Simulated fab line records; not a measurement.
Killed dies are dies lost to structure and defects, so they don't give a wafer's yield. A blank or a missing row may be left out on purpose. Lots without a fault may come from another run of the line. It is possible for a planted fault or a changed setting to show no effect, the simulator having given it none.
Chamber matching    flow n5 finfet    N5_FIN_CUT_ETCH_30 on rie diel-02: 4 sister chambers
The step etches underlayer in N2/H2, target depth 13 nm, time 10.4 s. 20 wafers are shown with their chamber, then 10 later ones without.

## WAFERS, EACH WITH ITS CHAMBER
wafer   chamber  showerhead plenum p Torr (Torr)  throttle valve pct (%)  oes product au (a.u.)
L074.1  1        2.50                             17.90                   0.60
L074.3  3        2.63                             18.03                   0.62
L074.5  1        2.50                             17.91                   0.60
L077.1  2        2.48                             17.50                   0.77
L077.2  1        2.50                             17.94                   0.59
L077.4  3        2.63                             18.02                   0.62
L078.1  2        2.48                             17.52                   0.77
L078.5  2        2.48                             17.52                   0.78
L078.6  3        2.63                             18.03                   0.62
L080.2  2        2.47                             17.50                   0.77
L080.3  1        2.49                             17.94                   0.59
L080.6  3        2.63                             18.07                   0.61
L084.1  2        2.47                             17.52                   0.75
L084.5  0        2.41                             17.53                   0.63
L084.6  3        2.63                             18.07                   0.61
L088.1  0        2.41                             17.53                   0.62
L088.2  2        2.47                             17.55                   0.74
L088.4  0        2.41                             17.54                   0.62
L089.1  2        2.47                             17.55                   0.74
L089.3  0        2.41                             17.55                   0.62

SIGNATURES (means of the wafers above)
reading                   chamber 0  chamber 1  chamber 2  chamber 3  scatter within a chamber
showerhead plenum p Torr  2.4100     2.4975     2.4743     2.6300     0.00392
throttle valve pct        17.5375    17.9225    17.5229    18.0440    0.02
oes product au            0.6225     0.5950     0.7600     0.6160     0.0109
Rule: distance of a wafer from a chamber = root of the sum over the readings of ((wafer's reading minus chamber's mean) / reading's scatter) squared. If the next closest chamber is less than 2 further off than the closest, the wafer can't be placed; otherwise it belongs to the closest. The scatter: take each reading less its chamber's mean, square it, sum over the shown wafers, divide by the number of wafers less the number of chambers, and take the root.

## WAFERS MISSING THEIR CHAMBER
wafer   showerhead plenum p Torr (Torr)  throttle valve pct (%)  oes product au (a.u.)
L089.6  2.41                             17.54                   0.62
L090.1  2.41                             17.54                   0.61
L090.4  2.41                             17.53                   0.61
L090.6  2.47                             17.54                   0.73
L093.1  2.62                             18.09                   0.60
L093.4  2.41                             17.54                   0.61
L093.5  2.49                             17.51                   0.83
L094.4  2.49                             17.50                   0.83
L094.5  2.41                             17.55                   0.61
L094.6  2.49                             17.50                   0.83

## THE CHAMBER EACH PASSED THROUGH
wafer    from the rows above   in truth
L089.6   0                     0
L090.1   0                     0
L090.4   0                     0
L090.6   2                     2
L093.1   3                     3
L093.4   0                     0
L093.5   2                     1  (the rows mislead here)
L094.4   2                     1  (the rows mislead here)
L094.5   0                     0
L094.6   2                     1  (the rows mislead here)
Placed correctly: 7 of 10. From these rows, 0 cannot be placed. Number placed wrongly: 3.
